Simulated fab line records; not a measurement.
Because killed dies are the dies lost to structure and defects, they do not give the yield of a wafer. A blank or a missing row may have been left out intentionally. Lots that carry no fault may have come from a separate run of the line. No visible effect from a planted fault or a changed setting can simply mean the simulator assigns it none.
A lot that was struck, set against a sound lot	flow n5_finfet	14 steps out of a route of 1938
Sound: wafers L706.1, L706.3, L706.5. The struck wafers were L724.1, L724.4, L724.6. The cause is given at the end.
For every step that has rows: the tool of each side, followed by ch and its chambers, followed by its first start. Under that, the readings that differ: sound wafers	struck wafers	difference of the means	sigmas: that difference in standard deviations of wafers without a fault.
alike: words and numbers the same on both sides, and readings whose means are apart by under 2 such deviations; not compared: readings that were withheld, readings missing a value for some wafer, numbers with overlapping values and no deviation given by the record, and bounds like >300 which may hide the same value.
The two part at a step that has a row with sigmas, a row that says differs or no value, or rows on one side only. Non-overlapping numbers with no deviation appear without sigmas and do not part them. A reading missing from all wafers of one side parts the sides only when that side holds two or more wafers.

N5_ILD0_THK_MEAS_08:
  sound on film_metro-02 at day 4 18:55; struck on film_metro-02 at day 9 02:44
  alike: thk_nm
then, 1 step without rows for these wafers: N5_ILD0_PRECLEAN_10 (cleans in NF3:NH3, afs cycles 5, time 20 s, sublimation time 60 s).
N5_ILD0_ALD_15: deposits SiNx, target thk 24 nm, pulse time 1 s, ald cycles 480.
  sound on ald_sin-01 ch 2,3, day 4 19:38; struck on ald_sin-02 ch 1,2,3, day 9 03:27
  alike: heater_power_outer_w, heater_power_w, precursor_pulse_height_rel, susceptor_temp_C
N5_ILD0_CMP_12: polishes SiNx, stops on poly-Si, t overpolish 6 s, target thk 17.67 nm.
  sound on cmp-02 ch 0,1, day 4 21:50; struck on cmp-02 ch 1,2, day 9 05:41
  alike: motor_current_A, overpolish_run_s, slurry_filter_dp_kPa, time_to_endpoint_s
N5_ILD0_THK_MEAS_13:
  sound on film_metro-01 at day 4 22:07; struck on film_metro-01 at day 9 05:56
  alike: thk_nm
N5_ILD0_INSPECT_06: inspects for defects (darkfield).
  sound on defect_inspect-02 at day 4 22:09; struck on defect_inspect-02 at day 9 05:58
  alike: raw_defect_count
N5_SDB_HM_DEP_00: deposits SiNx from SiH4/NH3/N2, target thk 40 nm, time 35.3 s.
  sound on pecvd-03 ch 1,2, day 4 22:11; struck on pecvd-03 ch 0,2, day 9 06:00
  alike: heater_power_outer_w, heater_power_w, showerhead_plenum_p_Torr, susceptor_temp_C, throttle_valve_pct
then, 5 steps without rows for these wafers: N5_SDB_COAT_03 (time 60 s, resist thk 100 nm); N5_SDB_COAT_04 (time 60 s, resist thk 18 nm); N5_SDB_COAT_05 (resist thk 90 nm); N5_SDB_EBR_07; N5_SDB_SOFTBAKE_06 (time 60 s).
N5_SDB_EXPOSE_08: exposes mask SDB.
  struck on arfi_scanner-02, day 9 06:20; sound on arfi_scanner-02 ch 0, day 4 22:23
  no value came back on the struck wafers for exposure_dose_mJ_cm2, focus_offset_nm (nm); on the sound wafers exposure_dose_mJ_cm2 reads 49.57 49.55 49.59
  alike: mask
then, 1 step without rows for these wafers: N5_SDB_PEB_09 (peb time 60 s).

WHERE THEY PART
Only at N5_SDB_EXPOSE_08, as far as this record shows.

WHY: what had been put in by the simulator
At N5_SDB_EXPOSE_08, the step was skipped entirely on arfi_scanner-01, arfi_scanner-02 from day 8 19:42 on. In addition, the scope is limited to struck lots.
